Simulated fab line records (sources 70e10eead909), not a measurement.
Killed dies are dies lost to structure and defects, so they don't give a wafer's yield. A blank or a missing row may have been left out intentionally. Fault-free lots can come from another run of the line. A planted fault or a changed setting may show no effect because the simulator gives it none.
Chamber matching :: flow nand harc :: NHARC_A_CONTACT_DESCUM_74 on rie diel-12: 4 sister chambers
The step chemistry O2, time 3 s. 16 wafers are shown with their chamber, then 8 later ones without.

WAFERS WITH THEIR CHAMBER
wafer: L074.2
chamber: 0
showerhead plenum p Torr (Torr): 2.07
oes product au (a.u.): 1.010
throttle valve pct (%): 11.319

wafer: L074.4
chamber: 2
showerhead plenum p Torr (Torr): 1.82
oes product au (a.u.): 1.005
throttle valve pct (%): 11.306

wafer: L074.5
chamber: 3
showerhead plenum p Torr (Torr): 2.02
oes product au (a.u.): 1.016
throttle valve pct (%): 11.307

wafer: L074.1
chamber: 1
showerhead plenum p Torr (Torr): 1.88
oes product au (a.u.): 1.003
throttle valve pct (%): 11.316

wafer: L074.3
chamber: 3
showerhead plenum p Torr (Torr): 2.02
oes product au (a.u.): 1.002
throttle valve pct (%): 11.307

wafer: L074.6
chamber: 2
showerhead plenum p Torr (Torr): 1.82
oes product au (a.u.): 1.008
throttle valve pct (%): 11.314

wafer: L078.2
chamber: 1
showerhead plenum p Torr (Torr): 1.88
oes product au (a.u.): 1.004
throttle valve pct (%): 11.321

wafer: L078.3
chamber: 2
showerhead plenum p Torr (Torr): 1.81
oes product au (a.u.): 1.008
throttle valve pct (%): 11.294

wafer: L078.5
chamber: 2
showerhead plenum p Torr (Torr): 1.81
oes product au (a.u.): 0.992
throttle valve pct (%): 11.323

wafer: L079.2
chamber: 1
showerhead plenum p Torr (Torr): 1.87
oes product au (a.u.): 1.007
throttle valve pct (%): 11.305

wafer: L079.3
chamber: 0
showerhead plenum p Torr (Torr): 2.07
oes product au (a.u.): 1.007
throttle valve pct (%): 11.298

wafer: L079.5
chamber: 1
showerhead plenum p Torr (Torr): 1.87
oes product au (a.u.): 1.006
throttle valve pct (%): 11.302

wafer: L083.2
chamber: 2
showerhead plenum p Torr (Torr): 1.81
oes product au (a.u.): 0.999
throttle valve pct (%): 11.303

wafer: L083.3
chamber: 0
showerhead plenum p Torr (Torr): 2.06
oes product au (a.u.): 0.995
throttle valve pct (%): 11.305

wafer: L083.6
chamber: 3
showerhead plenum p Torr (Torr): 2.01
oes product au (a.u.): 1.001
throttle valve pct (%): 11.309

wafer: L091.1
chamber: 2
showerhead plenum p Torr (Torr): 1.80
oes product au (a.u.): 1.003
throttle valve pct (%): 11.297

SIGNATURES (means of the wafers above)
reading: showerhead plenum p Torr
chamber 0: 2.0667
chamber 1: 1.8750
chamber 2: 1.8117
chamber 3: 2.0167
scatter within a chamber: 0.00656

reading: oes product au
chamber 0: 1.00400
chamber 1: 1.00500
chamber 2: 1.00250
chamber 3: 1.00633
scatter within a chamber: 0.00623

reading: throttle valve pct
chamber 0: 11.30733
chamber 1: 11.31100
chamber 2: 11.30617
chamber 3: 11.30767
scatter within a chamber: 0.0094
Rule: for each reading, subtract the chamber's mean from the wafer's reading, divide by that reading's scatter and square the result; add these up over the readings and take the root, which gives the wafer's distance from the chamber. The wafer belongs to the nearest chamber; if the next one is less than 2 further off, it can't be placed. How the scatter is found: for the shown wafers, subtract from each reading the mean of its chamber, square and add these, divide the total by (wafers less chambers), then take the root.

WAFERS WHOSE CHAMBER IS MISSING
wafer: L091.3
showerhead plenum p Torr (Torr): 2.00
oes product au (a.u.): 0.998
throttle valve pct (%): 11.309

wafer: L091.4
showerhead plenum p Torr (Torr): 2.05
oes product au (a.u.): 0.997
throttle valve pct (%): 11.303

wafer: L094.2
showerhead plenum p Torr (Torr): 1.79
oes product au (a.u.): 1.000
throttle valve pct (%): 11.299

wafer: L094.5
showerhead plenum p Torr (Torr): 2.00
oes product au (a.u.): 0.999
throttle valve pct (%): 11.307

wafer: L094.6
showerhead plenum p Torr (Torr): 1.79
oes product au (a.u.): 1.010
throttle valve pct (%): 11.312

wafer: L093.1
showerhead plenum p Torr (Torr): 1.79
oes product au (a.u.): 0.997
throttle valve pct (%): 11.304

wafer: L093.5
showerhead plenum p Torr (Torr): 2.00
oes product au (a.u.): 0.999
throttle valve pct (%): 11.310

wafer: L093.6
showerhead plenum p Torr (Torr): 2.05
oes product au (a.u.): 1.010
throttle valve pct (%): 11.312

CHAMBER TAKEN BY EACH
wafer: L091.3
from the rows above: 3
in truth: 3

wafer: L091.4
from the rows above: 0
in truth: 0

wafer: L094.2
from the rows above: 2
in truth: 2

wafer: L094.5
from the rows above: 3
in truth: 3

wafer: L094.6
from the rows above: 2
in truth: 2

wafer: L093.1
from the rows above: 2
in truth: 2

wafer: L093.5
from the rows above: 3
in truth: 3

wafer: L093.6
from the rows above: 0
in truth: 0
8 of 8 placed correctly. Not placeable from these rows: 0. Wrongly placed: 0.
